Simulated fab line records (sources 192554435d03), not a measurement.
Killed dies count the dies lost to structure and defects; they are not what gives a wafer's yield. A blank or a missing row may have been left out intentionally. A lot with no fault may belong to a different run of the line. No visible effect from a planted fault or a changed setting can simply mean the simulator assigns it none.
Matching of chambers | flow n5_finfet | N5_BEOL_M6_ETCH_72 on rie_diel-03 has 4 sister chambers
The step etches underlayer in N2/H2, target depth 6.5 nm, time 5.2 s. 14 wafers are shown with their chamber, then 7 later ones without.

EACH WAFER AND ITS CHAMBER
wafer  | chamber | showerhead_plenum_p_Torr (Torr) | drypump_motor_current_A (A) | throttle_valve_pct (%)
L075.1 | 0       | 2.43                            | 5.7                         | 18.21
L075.5 | 1       | 2.50                            | 5.5                         | 17.95
L075.6 | 0       | 2.43                            | 5.7                         | 18.19
L074.1 | 3       | 2.51                            | 5.3                         | 17.83
L074.2 | 0       | 2.43                            | 5.7                         | 18.22
L074.5 | 0       | 2.43                            | 5.7                         | 18.20
L076.2 | 1       | 2.49                            | 5.4                         | 17.95
L076.3 | 0       | 2.43                            | 5.7                         | 18.23
L076.5 | 1       | 2.49                            | 5.5                         | 17.94
L081.4 | 3       | 2.50                            | 5.3                         | 17.86
L081.5 | 0       | 2.42                            | 5.7                         | 18.26
L081.6 | 1       | 2.49                            | 5.5                         | 17.96
L092.2 | 0       | 2.41                            | 5.7                         | 18.28
L092.4 | 2       | 2.67                            | 5.8                         | 17.87

SIGNATURES (means of the wafers above)
reading                  | chamber 0 | chamber 1 | chamber 2 | chamber 3 | scatter within a chamber
showerhead_plenum_p_Torr | 2.4257    | 2.4925    | 2.6700    | 2.5050    | 0.00705
drypump_motor_current_A  | 5.700     | 5.475     | 5.800     | 5.300     | 0.0274
throttle_valve_pct       | 18.2271   | 17.9500   | 17.8700   | 17.8450   | 0.0264
Rule: distance of a wafer from a chamber = root of the sum over the readings of ((wafer's reading minus chamber's mean) / reading's scatter) squared. If the next closest chamber is less than 2 further off than the closest, the wafer can't be placed; otherwise it belongs to the closest. The scatter: the root of (the sum of the squares of (reading less its chamber's mean) over the shown wafers, divided by (wafers less chambers)).

WAFERS WITH NO CHAMBER GIVEN
wafer  | showerhead_plenum_p_Torr (Torr) | drypump_motor_current_A (A) | throttle_valve_pct (%)
L092.6 | 2.49                            | 5.3                         | 17.53
L094.1 | 2.49                            | 5.3                         | 17.53
L094.2 | 2.41                            | 5.7                         | 18.33
L094.4 | 2.67                            | 5.8                         | 17.89
L090.2 | 2.41                            | 5.7                         | 18.26
L090.4 | 2.67                            | 5.8                         | 17.90
L090.6 | 2.48                            | 5.5                         | 18.04

THE CHAMBER EACH PASSED THROUGH
wafer  | from the rows above | in truth
L092.6 | 3                   | 3
L094.1 | 3                   | 3
L094.2 | 0                   | 0
L094.4 | 2                   | 2
L090.2 | 0                   | 0
L090.4 | 2                   | 2
L090.6 | 1                   | 1
Correct placement for 7 of the 7. Not placeable from these rows: 0. Placed wrongly: 0.
